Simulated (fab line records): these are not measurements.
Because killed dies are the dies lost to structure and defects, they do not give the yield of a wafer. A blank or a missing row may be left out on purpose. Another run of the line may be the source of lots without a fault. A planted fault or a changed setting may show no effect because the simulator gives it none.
Matching of chambers + flow n5_finfet + N5_BEOL_M1_ALD_98 on ald_sin-02: 4 sister chambers
The step deposits SiO2, target thk 2.5 nm, pulse time 1 s, co reactant pulse time 1 s. 8 wafers are shown with their chamber, then 11 later ones without.

== EACH WAFER AND ITS CHAMBER ==
| wafer  | chamber | heater_power_w (W) | precursor_pulse_height_rel |
|--------|---------|--------------------|----------------------------|
| L080.2 | 3       | 86                 | 1.029                      |
| L080.5 | 2       | 64                 | 1.023                      |
| L081.5 | 1       | 74                 | 1.026                      |
| L081.6 | 0       | 68                 | 0.950                      |
| L083.4 | 3       | 88                 | 0.961                      |
| L083.5 | 2       | 65                 | 1.020                      |
| L083.6 | 1       | 75                 | 0.984                      |
| L085.1 | 0       | 70                 | 1.002                      |

== WAFERS WITHOUT THEIR CHAMBER ==
| wafer  | heater_power_w (W) | precursor_pulse_height_rel |
|--------|--------------------|----------------------------|
| L085.4 | 65                 | 0.984                      |
| L085.5 | 76                 | 0.984                      |
| L090.1 | 74                 | 0.981                      |
| L090.2 | 65                 | 1.004                      |
| L090.3 | 69                 | 0.997                      |
| L094.2 | 67                 | 1.033                      |
| L094.3 | 77                 | 0.988                      |
| L094.6 | 90                 | 0.953                      |
| L095.2 | 90                 | 0.965                      |
| L095.4 | 77                 | 1.020                      |
| L095.5 | 88                 | 1.005                      |

== CHAMBER TAKEN BY EACH ==
| wafer  | from the rows above     | in truth |
|--------|-------------------------|----------|
| L085.4 | 2                       | 2        |
| L085.5 | 1                       | 1        |
| L090.1 | 1                       | 1        |
| L090.2 | 2                       | 2        |
| L090.3 | 0                       | 0        |
| L094.2 | can't be placed: 2 or 0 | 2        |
| L094.3 | 1                       | 1        |
| L094.6 | 3                       | 3        |
| L095.2 | 3                       | 3        |
| L095.4 | 1                       | 1        |
| L095.5 | 3                       | 3        |
Correctly placed: 10 of 11. Can't be placed from these rows: 1 (the true chamber is among the candidates in 1). Wrongly placed: 0.
How it was worked out, from the rows above alone: a wafer's distance from a chamber is the root of the sum, over the readings, of the square of ((its reading less the chamber's mean) divided by the reading's scatter). If the next closest chamber is less than 2 further off than the closest, the wafer can't be placed; otherwise it belongs to the closest. A chamber's mean is the mean of its shown wafers. The scatter is the square root of a quotient: the sum, over the shown wafers, of each reading's squared deviation from its chamber's mean, divided by wafers minus chambers.
